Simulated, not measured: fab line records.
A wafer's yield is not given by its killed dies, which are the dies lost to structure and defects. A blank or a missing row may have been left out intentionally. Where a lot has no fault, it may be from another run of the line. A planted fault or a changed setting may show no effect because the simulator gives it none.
Which tool did it? / flow n5 finfet / 12 lots with 36 wafers sampled at 2 steps, on a route of 1938 steps

== WHAT EACH GAUGE READ, for each wafer ==
N5_WELL_APT_OVL_MEAS_09. Usual: NWELL_OVL gives 1 nm (standard deviation 5.7).
lot=L450; measured=day 1 19:38; on=overlay-02; NWELL_OVL (nm)=6 9 0; flag=
lot=L451; measured=day 2 01:59; on=overlay-02; NWELL_OVL (nm)=-1 -10 1; flag=
lot=L455; measured=day 3 01:45; on=overlay-01; NWELL_OVL (nm)=16 13 11; flag=
lot=L456; measured=day 3 07:51; on=overlay-02; NWELL_OVL (nm)=4 9 7; flag=
lot=L457; measured=day 3 13:58; on=overlay-02; NWELL_OVL (nm)=-5 -11 -1; flag=
lot=L460; measured=day 4 07:59; on=overlay-02; NWELL_OVL (nm)=4 4 0; flag=
lot=L461; measured=day 4 13:35; on=overlay-01; NWELL_OVL (nm)=-1 5 5; flag=
lot=L464; measured=day 5 08:09; on=overlay-01; NWELL_OVL (nm)=-12 -2 -2; flag=
lot=L465; measured=day 5 14:07; on=overlay-02; NWELL_OVL (nm)=-1 -1 0; flag=
lot=L466; measured=day 5 19:58; on=overlay-02; NWELL_OVL (nm)=8 -8 2; flag=
lot=L467; measured=day 6 01:35; on=overlay-01; NWELL_OVL (nm)=-5 0 -5; flag=
lot=L469; measured=day 6 13:44; on=overlay-02; NWELL_OVL (nm)=5 6 -2; flag=

== WHICH TOOL RAN EACH LOT (tool, then ch and the chambers of the sampled wafers, then the start) ==
lot=L450; N5_ZERO_LAYER_STRIP_24=plasma asher-02 ch 0,1, day 1 18:55
lot=L451; N5_ZERO_LAYER_STRIP_24=plasma asher-01 ch 0,1, day 2 01:07
lot=L455; N5_ZERO_LAYER_STRIP_24=plasma asher-02 ch 0,1, day 3 01:02
lot=L456; N5_ZERO_LAYER_STRIP_24=plasma asher-02 ch 0,1, day 3 07:02
lot=L457; N5_ZERO_LAYER_STRIP_24=plasma asher-02 ch 0,1, day 3 13:17
lot=L460; N5_ZERO_LAYER_STRIP_24=plasma asher-02 ch 1, day 4 07:10
lot=L461; N5_ZERO_LAYER_STRIP_24=plasma asher-01 ch 0,1, day 4 12:53
lot=L464; N5_ZERO_LAYER_STRIP_24=plasma asher-01 ch 0,1, day 5 07:13
lot=L465; N5_ZERO_LAYER_STRIP_24=plasma asher-02 ch 1, day 5 13:03
lot=L466; N5_ZERO_LAYER_STRIP_24=plasma asher-02 ch 0,1, day 5 19:09
lot=L467; N5_ZERO_LAYER_STRIP_24=plasma asher-02 ch 0,1, day 6 00:53
lot=L469; N5_ZERO_LAYER_STRIP_24=plasma asher-02 ch 0,1, day 6 13:04
- N5_ZERO_LAYER_STRIP_24: strips in O2.

== AS READ BY THE TOOLS THEMSELVES (means over the sampled wafers that have a number; for cases with no such wafer, the mark the record gives instead) ==
N5_ZERO_LAYER_STRIP_24. Usual: drypump motor current A 6.08 A, standard deviation 0.1; heater power w 316 W, standard deviation 30; oes product au 0.647 a.u., standard deviation 0.0046; strip time to endpoint s 43.79 s, standard deviation 0.093.
lot=L450; tool=plasma asher-02; drypump motor current A (A)=6.08; heater power w (W)=327; oes product au (a.u.)=0.647; strip time to endpoint s (s)=43.61; flag=
lot=L451; tool=plasma asher-01; drypump motor current A (A)=6.15; heater power w (W)=306; oes product au (a.u.)=0.649; strip time to endpoint s (s)=43.81; flag=
lot=L455; tool=plasma asher-02; drypump motor current A (A)=6.08; heater power w (W)=325; oes product au (a.u.)=0.648; strip time to endpoint s (s)=43.84; flag=
lot=L456; tool=plasma asher-02; drypump motor current A (A)=6.06; heater power w (W)=308; oes product au (a.u.)=0.644; strip time to endpoint s (s)=43.77; flag=
lot=L457; tool=plasma asher-02; drypump motor current A (A)=6.10; heater power w (W)=324; oes product au (a.u.)=0.646; strip time to endpoint s (s)=43.81; flag=
lot=L460; tool=plasma asher-02; drypump motor current A (A)=6.13; heater power w (W)=344; oes product au (a.u.)=0.649; strip time to endpoint s (s)=43.82; flag=
lot=L461; tool=plasma asher-01; drypump motor current A (A)=6.04; heater power w (W)=334; oes product au (a.u.)=0.648; strip time to endpoint s (s)=43.98; flag=
lot=L464; tool=plasma asher-01; drypump motor current A (A)=6.14; heater power w (W)=309; oes product au (a.u.)=0.645; strip time to endpoint s (s)=43.72; flag=
lot=L465; tool=plasma asher-02; drypump motor current A (A)=6.14; heater power w (W)=343; oes product au (a.u.)=0.648; strip time to endpoint s (s)=43.80; flag=
lot=L466; tool=plasma asher-02; drypump motor current A (A)=6.09; heater power w (W)=329; oes product au (a.u.)=0.648; strip time to endpoint s (s)=43.82; flag=
lot=L467; tool=plasma asher-02; drypump motor current A (A)=6.12; heater power w (W)=326; oes product au (a.u.)=0.649; strip time to endpoint s (s)=43.84; flag=
lot=L469; tool=plasma asher-02; drypump motor current A (A)=6.10; heater power w (W)=325; oes product au (a.u.)=0.645; strip time to endpoint s (s)=43.79; flag=

== THE ANSWER, worked out from the rows above alone ==
Rule: lot off if the mean of its wafers having a number is beyond 3 standard deviations from the usual mean. Also off: a lot with no number at a reading for which 4 or more lots have one. All remaining lots with rows at the step are treated as sound. After the gauges, taken in route order, come the tools' own readings; for these a lot's mean is taken, as printed above. The first step at which some lot is off is used, and at that step the reading that is off furthest; a lot without a number counts as furthest.
Across all readings shown, no lot is off: no conclusion can be drawn from this.

== WHAT THE SIMULATOR PUT IN ==
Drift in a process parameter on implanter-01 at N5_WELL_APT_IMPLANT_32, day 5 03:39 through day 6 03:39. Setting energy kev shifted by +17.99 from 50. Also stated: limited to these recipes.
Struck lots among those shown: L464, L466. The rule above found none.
